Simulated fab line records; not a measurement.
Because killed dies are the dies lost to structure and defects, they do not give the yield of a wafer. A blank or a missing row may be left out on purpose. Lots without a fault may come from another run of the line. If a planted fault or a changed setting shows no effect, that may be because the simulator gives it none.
Split-lot trial	flow n5-finfet	21 wafers read across 7 lots, on a route 1938 steps long

## THE SPLIT ITSELF
At N5_MOL_CONTACT_COAG_COAT_77 (time 60 s, resist thk 10 nm), the setting spin-rpm was moved away from the recipe's 1500 rpm on 11 of the 21 wafers read, by -6.4% to +10.1%. The other wafers ran this setting at the recipe's value.

## FROM THE SPLIT TO THE READING: what the file shows between them, 3 steps
- N5_MOL_CONTACT_COAG_COAT_78: resist thk 40 nm
- N5_MOL_CONTACT_COAG_EBR_80
- N5_MOL_CONTACT_COAG_DESCUM_88: chemistry O2, time 7 s

## THE READING
etch.depth-nm (the simulator's own value, which no gauge read), in nm, at N5_MOL_CONTACT_COAG_ETCH_89 (etches underlayer in N2/H2, target depth 13 nm, time 10.4 s). The file gives no usual value for it. Across the 10 wafers here that went through the recipe, the average is 10.004 nm and the standard deviation 0.029 nm.

wafer	tool, chamber at the split	spin-rpm as run, rpm	against the recipe	etch.depth-nm, nm	against lot-mates on the recipe
L075.1	litho-track-02, 0	1647	+9.8%	9.515	-0.464
L075.2	litho-track-02, 0	1647	+9.8%	9.536	-0.443
L075.6	litho-track-02, 0	1500	recipe	9.979	-
L077.2	litho-track-02, 0	1500	recipe	10.03	-
L077.5	litho-track-02, 0	1500	recipe	10.02	-
L077.6	litho-track-02, 0	1404	-6.4%	10.34	+0.315
L081.1	litho-track-02, 0	1500	recipe	9.996	-
L081.3	litho-track-02, 0	1652	+10.1%	9.564	-0.444
L081.6	litho-track-02, 0	1500	recipe	10.02	-
L083.3	litho-track-01, 0	1453	-3.1%	10.16	no lot-mate on the recipe
L083.5	litho-track-01, 0	1453	-3.1%	10.16	no lot-mate on the recipe
L083.4	litho-track-01, 0	1453	-3.1%	10.18	no lot-mate on the recipe
L084.1	litho-track-03, 0	1500	recipe	9.942	-
L084.5	litho-track-03, 0	1631	+8.7%	9.502	-0.440
L084.6	litho-track-03, 0	1631	+8.7%	9.559	-0.383
L095.1	litho-track-02, 0	1500	recipe	9.976	-
L095.2	litho-track-02, 0	1500	recipe	10.02	-
L095.3	litho-track-02, 0	1500	recipe	10.04	-
L096.1	litho-track-02, 0	1410	-6.0%	10.3	+0.280
L096.4	litho-track-02, 0	1500	recipe	10.02	-
L096.6	litho-track-02, 0	1410	-6.0%	10.32	+0.300

FIT RESULTS
A straight line over all 21 wafers: etch.depth-nm changes by -0.0501 nm for each +1% of spin-rpm; r = -0.99; the points scatter about the line by 0.031 nm.
The same after taking each lot's own level away (the mean of its wafers on the recipe; 18 wafers): -0.0467 nm for each +1%; r = -1.00; scatter 0.019 nm.
Per that fit: largest spin-rpm move, reading shift of 0.47 nm.
From 9.9420 to 10.0250 nm: that is the span of the lots' own levels, equal to 2.9 times the standard deviation above.
The two slopes agree, so the slope changes little with the lot-to-lot level.
Check: with one of the wafers moved furthest among these (+10.1%) left out of the fit, the line predicts -0.476 nm for it against its lot-mates. Against them it came out at -0.444 nm.

## THE WHOLE CHAIN: every reading that the file lists as answering this split, in the file's order
step	what it does	reading	change (the file's fit)	r (the file's)
N5_MOL_CONTACT_COAG_COAT_77	time 60 s, resist thk 10 nm	underlayer_of_MOL_CONTACT_COAG_COAT_77.thk-nm (the simulator's own value, which no gauge read)	-0.045 nm for each +1% of the setting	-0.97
N5_MOL_CONTACT_COAG_ETCH_89	etches underlayer in N2/H2, target depth 13 nm, time 10.4 s	etch.depth-nm (the simulator's own value, which no gauge read)	-0.0465 nm for each +1% of the setting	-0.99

## FILE'S OWN FIT
etch.depth-nm changes by -0.0465 nm for each +1% of spin-rpm, r = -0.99.
